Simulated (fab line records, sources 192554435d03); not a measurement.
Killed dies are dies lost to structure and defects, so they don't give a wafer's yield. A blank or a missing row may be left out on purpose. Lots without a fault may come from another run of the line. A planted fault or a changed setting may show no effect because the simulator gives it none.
Split-lot experiment | flow n5_finfet | 7 lots, 21 wafers read, on a route of 1938 steps

THE SPLIT
At N5_BEOL_M1_EXPOSE_25 (exposes mask V0, defocus 5 nm, target cd 24 nm), the setting dose_mj was moved away from the recipe's 63 on 6 of the 21 wafers read, by -4.0% to +4.6%. The other wafers ran this setting at the recipe's value.

FROM THE SPLIT TO THE READING: what the file shows between them, 2 steps
- N5_BEOL_M1_PEB_26: peb time 60 s
- N5_BEOL_M1_DEVELOP_27: develop time 30 s

THE READING
cd_nm, in nm, at N5_BEOL_M1_CD_MEAS_28 (target cd y 23.3 nm). Fault-free wafers of this fab line usually give 23.97 nm, standard deviation 0.24 nm.

wafer  | tool, chamber at the split | dose_mj as run | against the recipe | cd_nm, nm | against lot-mates on the recipe
L075.1 | euv_scanner-01, 0          | 63             | recipe             | 24.00     | -
L075.3 | euv_scanner-01, 0          | 63             | recipe             | 24.48     | -
L075.4 | euv_scanner-01, 0          | 63             | recipe             | 24.43     | -
L078.1 | euv_scanner-02, 0          | 65.86          | +4.5%              | 25.10     | +1.30
L078.2 | euv_scanner-02, 0          | 63             | recipe             | 24.05     | -
L078.6 | euv_scanner-02, 0          | 63             | recipe             | 23.55     | -
L085.1 | euv_scanner-01, 0          | 63             | recipe             | 24.06     | -
L085.5 | euv_scanner-01, 0          | 65.87          | +4.6%              | 24.96     | +0.89
L085.6 | euv_scanner-01, 0          | 63             | recipe             | 24.08     | -
L087.3 | euv_scanner-01, 0          | 63             | recipe             | 23.81     | -
L087.4 | euv_scanner-01, 0          | 63             | recipe             | 23.66     | -
L087.6 | euv_scanner-01, 0          | 63             | recipe             | 23.95     | -
L093.3 | euv_scanner-01, 0          | 61.15          | -2.9%              | 23.83     | -0.22
L093.4 | euv_scanner-01, 0          | 63             | recipe             | 24.05     | -
L093.6 | euv_scanner-01, 0          | 61.15          | -2.9%              | 23.91     | -0.14
L092.1 | euv_scanner-02, 0          | 60.48          | -4.0%              | 23.10     | -0.80
L092.3 | euv_scanner-02, 0          | 63             | recipe             | 23.90     | -
L092.6 | euv_scanner-02, 0          | 60.48          | -4.0%              | 23.37     | -0.53
L097.3 | euv_scanner-01, 0          | 63             | recipe             | 23.67     | -
L097.5 | euv_scanner-01, 0          | 63             | recipe             | 23.87     | -
L097.6 | euv_scanner-01, 0          | 63             | recipe             | 23.63     | -

THE FIT
A straight line over all 21 wafers: cd_nm changes by +0.18 nm for each +1% of dose_mj; r = +0.81; the points scatter about the line by 0.28 nm.
The same after taking each lot's own level away (the mean of its wafers on the recipe; 21 wafers): +0.184 nm for each +1%; r = +0.89; scatter 0.2 nm.
On that fit, the largest move of dose_mj shifts the reading by 0.84 nm.
The lots' own levels span 23.723 to 24.303 nm, that is 2.4 times the standard deviation above.
So the lot-to-lot level changes the slope little: the two slopes agree.
Check: with one of the wafers moved furthest among these (+4.6%) left out of the fit, the line predicts +0.908 nm for it against its lot-mates. It came out at +0.89 nm against them.

OTHER SPLITS ON THESE WAFERS
These wafers also went through other splits before the reading. Each is held against what the fit with the lots' levels taken away leaves over:
other split on the same wafers            | wafers away from the commonest value | r with cd_nm (lot level and that fit taken away)
N5_BEOL_M0_TRENCH_ETCH_107 target_depth_a | 7                                    | -0.21

THE WHOLE CHAIN: every reading that the file lists as answering this split, in the file's order
step                   | what it does                                                       | reading                                                        | change (the file's fit)               | r (the file's)
N5_BEOL_M1_CD_MEAS_28  | target cd y 23.3 nm                                                | cd_nm                                                          | +0.199 nm for each +1% of the setting | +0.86
N5_BEOL_M1_VIA_ETCH_34 | etches the open film in C4F6/O2, target depth 67.8 nm, time 64.4 s | BEOL_M1.cd_nm (the simulator's own value, which no gauge read) | +0.216 nm for each +1% of the setting | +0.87

THE FILE'S OWN FIT
cd_nm changes by +0.199 nm for each +1% of dose_mj, r = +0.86.
